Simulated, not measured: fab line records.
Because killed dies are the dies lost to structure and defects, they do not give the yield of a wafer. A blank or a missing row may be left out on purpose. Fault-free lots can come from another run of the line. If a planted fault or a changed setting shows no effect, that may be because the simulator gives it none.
A lot that was struck, set against a sound lot / flow nand_harc / 13 steps out of a route of 1302
Sound: these wafers, L575.1, L575.3, L575.5. Struck: wafers L582.5, L582.6. (L582.1 of the same lot was not struck and is left out.) The cause comes at the end.
Per side, at each step with rows, come the tool, then ch with its chambers, and then its first start. Under that, the readings that differ: sound wafers / struck wafers / difference of the means / sigmas: that difference in standard deviations of wafers without a fault.
alike: same words and numbers on both sides, and readings whose means sit less than 2 such deviations apart. not compared: any withheld reading, any reading some wafer has no value for, any bound like >300 that may hide the same value, and any number with overlapping values for which the record gives no deviation.
The two part at a step that has a row with sigmas, a row that says differs or no value, or rows on one side only. Numbers that have no deviation but don't overlap get no sigmas and don't part them. Lack of a reading on every wafer of one side parts them only where that side has two or more wafers.

first, 1 step without rows for these wafers: NHARC_A_STAIRCASE_HARDBAKE_218 (time 140 s).
NHARC_A_STAIRCASE_DESCUM_219: chemistry O2, time 3 s.
  sound on rie_diel-13 ch 2,3, day 16 21:40; struck on rie_diel-13 ch 2,3, day 20 13:47
  alike: drypump_motor_current_A, oes_product_au, rf_vpp_V, showerhead_plenum_p_Torr, throttle_valve_pct
  not compared: rf_hours_counter_h
NHARC_A_STAIRCASE_TRIM_220: chemistry O2, time 211.2 s.
  sound on rie_diel-13 ch 1,2,3, day 16 21:45; struck on rie_diel-13 ch 0,3, day 20 13:50
  alike: drypump_motor_current_A, oes_product_au, rf_vpp_V, showerhead_plenum_p_Torr, throttle_valve_pct
  not compared: rf_hours_counter_h
then, 1 step without rows for these wafers: NHARC_A_STAIRCASE_ETCH_221 (etches the open film in C4F8/O2, target depth 100 nm, time 40.5 s).
NHARC_A_STAIRCASE_TRIM_222: chemistry O2, time 211.2 s.
  sound on rie_diel-13 ch 1,2; struck on rie_diel-13 ch 1,2
reading=throttle_valve_pct (%); sound=17.056 17.039 17.039; struck=17.041 17.012; difference=-0.018; sigmas=-2
  alike: drypump_motor_current_A, oes_product_au, rf_vpp_V, showerhead_plenum_p_Torr
  not compared: rf_hours_counter_h
then, 3 steps without rows for these wafers: NHARC_A_STAIRCASE_ETCH_223 (etches the open film in C4F8/O2, target depth 100 nm, time 40.5 s); NHARC_A_STAIRCASE_TRIM_224 (chemistry O2, time 211.2 s); NHARC_A_STAIRCASE_ETCH_225 (etches the open film in C4F8/O2, target depth 100 nm, time 40.5 s).
NHARC_A_STAIRCASE_TRIM_226: chemistry O2, time 211.2 s.
  sound on rie_diel-13 ch 0,1,2; struck on rie_diel-13 ch 0,3
  alike: drypump_motor_current_A, oes_product_au, rf_vpp_V, showerhead_plenum_p_Torr, throttle_valve_pct
  not compared: rf_hours_counter_h
then, 1 step without rows for these wafers: NHARC_A_STAIRCASE_ETCH_227 (etches the open film in C4F8/O2, target depth 100 nm, time 40.5 s).
NHARC_A_STAIRCASE_TRIM_229: chemistry O2, time 211.2 s.
  sound on rie_diel-04 ch 0,2, day 16 22:47; struck on rie_diel-13 ch 2,3, day 20 14:55
reading=oes_product_au (a.u.); sound=1.013 0.978 0.989; struck=1.187 1.212; difference=+0.206; sigmas=+19
  alike: drypump_motor_current_A, rf_vpp_V, showerhead_plenum_p_Torr, throttle_valve_pct
  not compared: rf_hours_counter_h
NHARC_A_STAIRCASE_ETCH_230: etches the open film in C4F8/O2, target depth 100 nm, time 40.5 s.
  sound on rie_diel-04 ch 0,1; struck on rie_diel-13 ch 0,3
reading=rf_vpp_V (V); sound=902 903 903; struck=892 888; difference=-13; sigmas=-2
  alike: oes_product_au
  not compared: rf_hours_counter_h
-- jump in the record: it breaks off in module A_STAIRCASE and resumes in module END (first step shown: number 1302 of the route), and 9 days separate the struck wafers' starts before and after --
NHARC_END_SORT_01:
  at this point the record logs the struck wafers (prober-01 ch 0, day 29 23:38) and has no rows for the sound ones

WHERE THEY PART
Last at NHARC_END_SORT_01 as far as this record goes, first at NHARC_A_STAIRCASE_TRIM_222.

WHY: the cause the simulator had injected
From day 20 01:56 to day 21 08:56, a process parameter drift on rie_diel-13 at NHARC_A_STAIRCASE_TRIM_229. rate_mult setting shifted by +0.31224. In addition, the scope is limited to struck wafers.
